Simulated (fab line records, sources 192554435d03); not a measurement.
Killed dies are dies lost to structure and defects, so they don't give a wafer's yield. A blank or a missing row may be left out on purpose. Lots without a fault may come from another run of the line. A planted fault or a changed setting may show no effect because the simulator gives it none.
fab line records | flow n5_finfet
record lots=4 wafers=12 last_day=19
route steps=1938 shown BEOL_M13@1704 BEOL_M14@1716 PASSIVATION@1936
lots that met no fault: from a run of the same line without faults
start_h: hours from the record's first day to the start of the lot's first wafer shown | wait_h: hours since the lot's step before | " the same as in the row above | L1.1+2: a row that stands for several wafers | - no value, or no start given | * or withheld: withheld | < > ~ a bound
route shown NAME@n: a module of which the file shows steps, and the number in the route of the first | usual: mean/standard deviation of fault-free wafers | same: alike in all rows | chamber/n: place in a boat | sites: the reading at each site | _std_site: their standard deviation | _edge_site: outer sites' mean less inner sites' | radius_mm: how far each site lies from the wafer's centre | mask NAME#n: copy n | behind: the tool/chamber that last shaped the wafer | hold: why the lot was held/for how many hours/how that ended | device: the transistor (n, p or np) that didn't switch | end of line: the same wafers' tests at the end of the route | a step without rows: its recipe alone | killed: dies lost to structure and defects at the first sort, not the wafer's yield | map: a wafer's dies, x killed, . not, _ none there
set.NAME: the setting as run; set.NAME@STEP: as run at that earlier step | model.NAME: the simulator's own value behind a step, which no gauge read
lots at some steps of the route; a table a step, a row a wafer
services: from which hour (start_h, from the record's first day; less than 0 if before it) a tool's chamber was out of use, for how many hours, and why
## steps
# step N5_BEOL_M13_PRE_CLEAN_42
# recipe gas=H2/He time_s=30 temp_c=250
# step N5_BEOL_M13_SPUTTER_43
# recipe material=TaN target_thk_a=150 temp_c=50 bias_v=168.6 power_w=15000 chamber_pressure_pa=0.12 time_s=24.19
# step N5_BEOL_M13_SPUTTER_44
# recipe material=Ta target_thk_a=100 temp_c=50 bias_v=80 power_w=15000 chamber_pressure_pa=0.07 time_s=16.13
# step N5_BEOL_M13_SPUTTER_45
# recipe material=Cu target_thk_a=800 temp_c=-20 bias_v=60 power_w=26000 chamber_pressure_pa=0.13 time_s=13.33
# step N5_BEOL_M13_ECD_47
# recipe material=Cu target_thk_a=9360
# step N5_BEOL_M13_ANNEAL_48
# recipe temp_c=225 time_s=90 ambient=N2
# step N5_BEOL_M13_CMP_49
# recipe stop_on=SiOC t_overpolish_s=17.1 down_force_psi=1 platen_rpm=50 clearing_platen_down_force_psi=1.5 clearing_platen_rpm=50 post_cmp_clean=cu_alkaline target_thk_nm=420 clearing_platen_pad_velocity_m_s=0.99484 pad_velocity_m_s=0.99484
# step N5_BEOL_M13_PRE_CLEAN_52
# recipe gas=NH3 time_s=15 temp_c=withheld rf_power_w=300
# step N5_BEOL_M13_DEP_53
# recipe material=SiCN target_thk_a=500 temp_c=withheld precursor=3MS/NH3 pressure_torr=3 rf_w=675 time_s=17.8
# step N5_BEOL_M14_ILD_DEP_00
# recipe material=SiO2 target_thk_a=11193 temp_c=400 precursor=TEOS/O2 pressure_torr=6.5 rf_w=900 teos_flow_sccm=161.4 gas=O2 flow_sccm=2650 time_s=237.4
# usual heater_power_w=494/71 run_length_s=280.5/0.69 showerhead_plenum_p_Torr=8.36/0.03 throttle_valve_pct=18.6/1.1
# columns lot.wafer tool chamber start_h wait_h heater_power_w run_length_s showerhead_plenum_p_Torr throttle_valve_pct model.SiO2_of_BEOL_M14_ILD_DEP_00.thk_nm
L840.1 pecvd-01 1 324.82 0.0 494 279.7 8.32 19.3 1086
L840.4 " 1 " " 559 279.6 8.35 19.1 1114
L840.6 " 2 " " 348 280.3 8.40 17.3 1125
L847.1 pecvd-01 0 388.14 0.0 586 279.7 8.33 18.0 1118
L847.5 " 0 " " 452 266.3 8.33 17.9 1060
L847.6 " 1 " " 561 266.5 8.35 19.3 1063
L852.2 pecvd-01 2 425.01 0.0 364 267.5 8.37 17.6 1049
L852.3 " 1 " " 446 279.8 8.34 19.3 1102
L852.6 " 2 " " 440 267.2 8.36 17.3 1074
L853.1 pecvd-03 1 425.48 0.0 479 280.6 8.39 18.4 1091
L853.2 " 0 " " 654 279.2 8.36 20.9 1098
L853.4 " 2 " " 405 281.1 8.34 17.0 1115
# step N5_BEOL_M14_THK_MEAS_01
# recipe reads=SiO2_of_BEOL_M14_ILD_DEP_00
# usual M14_ILD_THK=1114/15
# columns lot.wafer tool chamber start_h wait_h M14_ILD_THK[nm]
L840.1 film_metro-02 - 325.01 0.1 1086
L840.4 " - " " 1113
L840.6 " - " " 1125
L847.1 film_metro-02 - 388.33 0.1 1118
L847.5 " - " " 1060
L847.6 " - " " 1064
L852.2 film_metro-02 - 425.20 0.1 1050
L852.3 " - " " 1102
L852.6 " - " " 1074
L853.1 film_metro-02 - 425.66 0.1 1092
L853.2 " - " " 1097
L853.4 " - " " 1115
# step N5_BEOL_M14_COAT_58
# recipe resist=BARC temp_c=205 time_s=60 spin_rpm=1500 resist_thk_nm=89
# step N5_BEOL_M14_COAT_04
# recipe spin_rpm=1704 resist_thk_nm=800
# step N5_BEOL_M14_EBR_06
# recipe solvent=PGMEA ebr_width_mm=1.5
# step N5_BEOL_M14_SOFTBAKE_05
# recipe temp_c=130 time_s=60
# step N5_BEOL_M14_EXPOSE_07
# recipe mask_id=V13 na=0.8 source_shape=annular sigma_inner=0.5 sigma_outer=0.8 polarization=unpolarized attpsm_phase_deg=180 dose_mj=57
# step N5_BEOL_M14_PEB_08
# recipe peb_temp_c=130 peb_time_s=90
# step N5_BEOL_M14_DEVELOP_09
# recipe develop_time_s=45 rinse_liquid=diw dry=air_spin dev_temp_c=21
# step N5_BEOL_M14_HARDBAKE_14
# recipe temp_c=130 time_s=120
# step N5_BEOL_M14_DESCUM_15
# recipe chemistry=O2 time_s=7.9 source_power_w=50 bias_power_w=20 pressure_mtorr=20 rf_frequency_hz=2.712e+07 temp_c=40 o2_flow_sccm=225
# step N5_BEOL_M14_ETCH_59
# recipe chemistry=N2/H2 target=BARC target_depth_a=890 overetch_a=267 time_s=67.9 ion_energy_ev=200 pressure_mtorr=30 source_w=840 bias_w=150 n2_flow_sccm=200 h2_flow_sccm=200
# step N5_BEOL_M14_VIA_ETCH_16
# recipe chemistry=C4F8/O2/Ar target=SiO2 he_inner_torr=15 he_outer_torr=30 target_depth_a=12313 time_s=withheld ion_energy_ev=800 pressure_mtorr=20 source_w=1905 bias_w=2040 Ar_flow_sccm=400 C4F8_flow_sccm=16 O2_flow_sccm=12 ends=cleared
# usual C4F8_flow_sccm=16.00/0.044 chamber_pressure_mTorr=20.002/0.022 drypump_motor_current_A=5.76/0.26 oes_product_au=0.74/0.053 rf_vpp_V=2225/37 showerhead_plenum_p_Torr=3.48/0.094 throttle_valve_pct=30.79/0.27
# columns lot.wafer tool chamber start_h wait_h C4F8_flow_sccm chamber_pressure_mTorr drypump_motor_current_A oes_product_au rf_vpp_V showerhead_plenum_p_Torr throttle_valve_pct model.etch.depth_nm model.coat_of_BEOL_M14_COAT_04.thk_nm
L840.1 rie_diel-04 0 325.62 0.0 16.02 20.019 5.42 0.82 2248 3.39 30.70 1086 455.6
L840.4 " 1 " " 16.01 20.037 6.05 0.78 2217 3.48 30.71 1114 453.4
L840.6 " 0 " " 16.00 20.021 5.45 0.83 2250 3.39 30.71 1125 448.8
L847.1 rie_diel-05 1 388.93 0.0 15.99 19.991 5.83 0.72 2222 3.47 30.39 1118 456.8
L847.5 " 1 " " 16.01 20.013 5.82 0.72 2220 3.47 30.38 1060 471.6
L847.6 " 0 " " 16.02 19.968 5.57 0.65 2217 3.41 30.50 1063 461.8
L852.2 rie_diel-06 3 425.80 0.0 15.96 20.026 5.29 0.76 2187 3.49 30.53 1049 471
L852.3 " 2 " " 16.06 19.979 5.77 0.69 2291 3.61 30.74 1102 458.4
L852.6 " 2 " " 16.03 20.017 5.76 0.69 2292 3.61 30.73 1074 464.4
L853.1 rie_diel-05 2 426.77 0.0 16.00 19.996 6.17 0.67 2194 3.43 31.16 1091 471
L853.2 " 3 " " 16.05 20.003 5.89 0.73 2170 3.37 31.11 1098 458.4
L853.4 " 0 " " 16.06 19.973 5.57 0.64 2217 3.40 30.53 1115 448.8
# step N5_BEOL_M14_STRIP_63
# recipe chemistry=O2 power_w=600 temp_c=60 pressure_mtorr=30 rf_frequency_hz=6e+07 bias_power_w=0 overash_fraction=0.3 o2_flow_sccm=225
# step N5_BEOL_M14_STRIP_64
# recipe chemistry=O2 power_w=600 temp_c=60 pressure_mtorr=30 rf_frequency_hz=6e+07 bias_power_w=0 overash_fraction=0.3 o2_flow_sccm=225
# step N5_BEOL_M14_STRIP_71
# recipe chemistry=post_etch_residue_remover time_s=60 temp_c=25 remover_ph=withheld remover_water_wt_pct=withheld remover_fluoride_wt_pct=withheld
# step N5_BEOL_M14_SRD_72
# recipe time_s=30 temp_c=23 rinse_liquid=diw dry=n2_spin spin_rpm=1500 dry_time_s=30
# step N5_BEOL_M14_COAT_65
# recipe resist=SOC temp_c=250 time_s=60 spin_rpm=1500 resist_thk_nm=450
# step N5_BEOL_M14_COAT_66
# recipe resist=SiARC temp_c=220 time_s=60 spin_rpm=1500 resist_thk_nm=110
# step N5_BEOL_M14_COAT_22
# recipe spin_rpm=2888 resist_thk_nm=300
# step N5_BEOL_M14_EBR_24
# recipe solvent=PGMEA ebr_width_mm=1.5
# step N5_BEOL_M14_SOFTBAKE_23
# recipe temp_c=130 time_s=60
# step N5_BEOL_M14_EXPOSE_25
# recipe mask_id=M14 na=0.8 source_shape=annular sigma_inner=0.5 sigma_outer=0.8 polarization=unpolarized target_cd_nm=280 dose_mj=26.6
# step N5_BEOL_M14_PEB_26
# recipe peb_temp_c=130 peb_time_s=90
# step N5_BEOL_M14_DEVELOP_27
# recipe develop_time_s=45 rinse_liquid=diw dry=air_spin dev_temp_c=21
# step N5_BEOL_M14_HARDBAKE_32
# recipe temp_c=130 time_s=120
# step N5_BEOL_M14_CMP_49
# recipe stop_on=SiO2 t_overpolish_s=5.2 down_force_psi=2 platen_rpm=80 clearing_platen_down_force_psi=2 clearing_platen_rpm=80 post_cmp_clean=cu_alkaline target_thk_nm=560 clearing_platen_pad_velocity_m_s=1.5917 pad_velocity_m_s=1.5917
# usual head_pressure_psi=2.000/0.0045 motor_current_A=7.7/0.71 retaining_ring_pressure_frac=1.001/0.0052
# columns lot.wafer tool chamber start_h wait_h head_pressure_psi motor_current_A retaining_ring_pressure_frac model.SiO2_of_BEOL_M14_ILD_DEP_00.thk_nm
L840.1 cmp-02 1 331.12 0.3 2.001 6.5 1.000 1009
L840.4 " 2 " " 2.001 7.9 1.006 1037
L840.6 " 1 " " 2.002 6.9 0.999 1047
L847.1 cmp-04 3 392.75 0.3 1.991 8.5 1.000 1040
L847.6 " 3 " " 1.991 8.5 0.992 985.2
L847.5 " 0 " " 1.996 6.9 0.999 982.6
L852.2 cmp-02 1 429.58 0.3 2.001 6.6 1.010 971.4
L852.3 " 2 " " 2.001 7.5 0.995 1024
L852.6 " 0 " " 2.001 9.2 1.000 996.4
L853.4 cmp-02 1 431.79 0.1 1.993 7.0 1.002 1034
L853.2 " 2 " " 2.001 7.5 1.000 1018
L853.1 " 3 " " 2.007 8.3 1.001 1012
# step N5_PASSIVATION_PROBE_49
# usual defect_limited_yield=91.1/1.4 killed_at_M0_to_M3=36/11 killed_at_M4_up=14/5.2 killed_at_contacts=12/6.1 killed_at_front_end=40/12 killed_at_other=3.2/2.5 killed_dies=105/16 killed_open=68/12 killed_short=35/8.7 sort_bin_5_function=5.2/0.89 sort_bin_6_memory=3.3/0.66 sort_n_pass=1074/16 sort_yield_pct=91.1/1.4
# same gross_dies=1180 killed_at_back_side=0 sort_bin_4_leakage[%]=0 sort_bin_8_speed[%]=0
# columns lot.wafer tool chamber start_h wait_h defect_limited_yield[%] killed_at_M0_to_M3 killed_at_M4_up killed_at_contacts killed_at_front_end killed_at_other killed_dies killed_open killed_short sort_bin_5_function[%] sort_bin_6_memory[%] sort_n_pass sort_yield_pct[%]
L852.2 prober-01 - 453.30 0.1 89.2 49 6 21 44 8 128 90 33 6.5 4.1 1052 89.2
L852.3 prober-01 - 453.35 0.1 88.1 68 10 28 33 2 141 76 61 7.5 3.8 1039 88.1
L852.6 prober-01 - 453.50 0.3 90.7 58 12 10 23 7 110 70 37 6.2 3.1 1070 90.7
# killed by level:class
L852.2 MOL_CONTACT_COAG:geometric_particle:open=16 BEOL_M0_SAQP:geometric_particle:open=12 DUMMY_GATE:geometric_particle:open=11 STI_FIN_REVEAL:geometric_particle:open=9 BEOL_M0:geometric_particle:open=7 BEOL_M1:geometric_particle:open=7 BEOL_M0_SAQP:geometric_particle:short=6 FIN_SAQP:geometric_particle:short=5
L852.3 MOL_CONTACT_COAG:geometric_particle:open=23 BEOL_M0_SAQP:geometric_particle:short=22 BEOL_M0_SAQP:geometric_particle:open=16 FIN_SAQP:geometric_particle:short=9 BEOL_M2:geometric_particle:open=8 BEOL_M1:geometric_particle:short=8 FIN_SAQP:geometric_particle:open=5 DUMMY_GATE:geometric_particle:open=5
L852.6 BEOL_M0_SAQP:geometric_particle:open=19 BEOL_M0_SAQP:geometric_particle:short=12 MOL_CONTACT_COAG:geometric_particle:open=9 FIN_SAQP:geometric_particle:short=6 BEOL_M0:geometric_particle:open=6 BEOL_M1:geometric_particle:open=6 STI_FIN_REVEAL:geometric_particle:open=5 BEOL_M1:geometric_particle:short=5
## services
# columns tool chamber start_h hours kind
pecvd-01 1 308.21 9.5 repair
cmp-04 - 313.29 1.4 repair
rie_diel-04 1 326.00 10.0 repair
rie_diel-05 0 329.85 3.2 repair
rie_diel-05 - 339.29 2.8 pm
cmp-02 - 339.95 0.9 repair
rie_diel-04 - 341.02 0.3 repair
rie_diel-05 1 355.98 1.7 repair
cmp-04 - 368.88 4.0 pm
cmp-02 - 368.98 4.0 pm
cmp-04 - 372.88 - consumable_replace:conditioner
cmp-04 - 372.88 - consumable_replace:pad
cmp-02 - 372.98 - consumable_replace:conditioner
cmp-02 - 372.98 - consumable_replace:pad
rie_diel-04 - 391.12 0.2 repair
rie_diel-06 0 393.32 5.4 repair
pecvd-03 1 396.85 2.1 scheduled_down
cmp-02 - 397.58 0.9 repair
pecvd-03 - 406.61 2.8 pm
cmp-02 - 409.81 0.5 repair
pecvd-03 - 410.15 4.3 repair
## key
first_sign step=N5_BEOL_M14_ILD_DEP_00 reading=run_length_s direction=down sigmas=20 usual=* struck=*
effect step=N5_BEOL_M14_THK_MEAS_01 reading=M14_ILD_THK direction=down sigmas=3.5 usual=1114 struck=1062
model_effect step=N5_BEOL_M14_ILD_DEP_00 value=SiO2_of_BEOL_M14_ILD_DEP_00.thk_nm without=1123 struck=1062
model_effect step=N5_BEOL_M14_VIA_ETCH_16 value=etch.depth_nm without=1123 struck=1061
model_effect step=N5_BEOL_M14_CMP_49 value=SiO2_of_BEOL_M14_ILD_DEP_00.thk_nm without=1046 struck=983.9
met_at N5_BEOL_M14_ILD_DEP_00
struck_wafers L847.5,L847.6,L852.2,L852.6
onset_between 324.82 388.14
fault kind=process_parameter_drift tool=pecvd-01 chamber=- onset_h=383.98 steps=N5_BEOL_M14_ILD_DEP_00 channel=time_s offset=* shape=step end_h=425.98 scope=struck_wafers_only acts_in=* stated=*
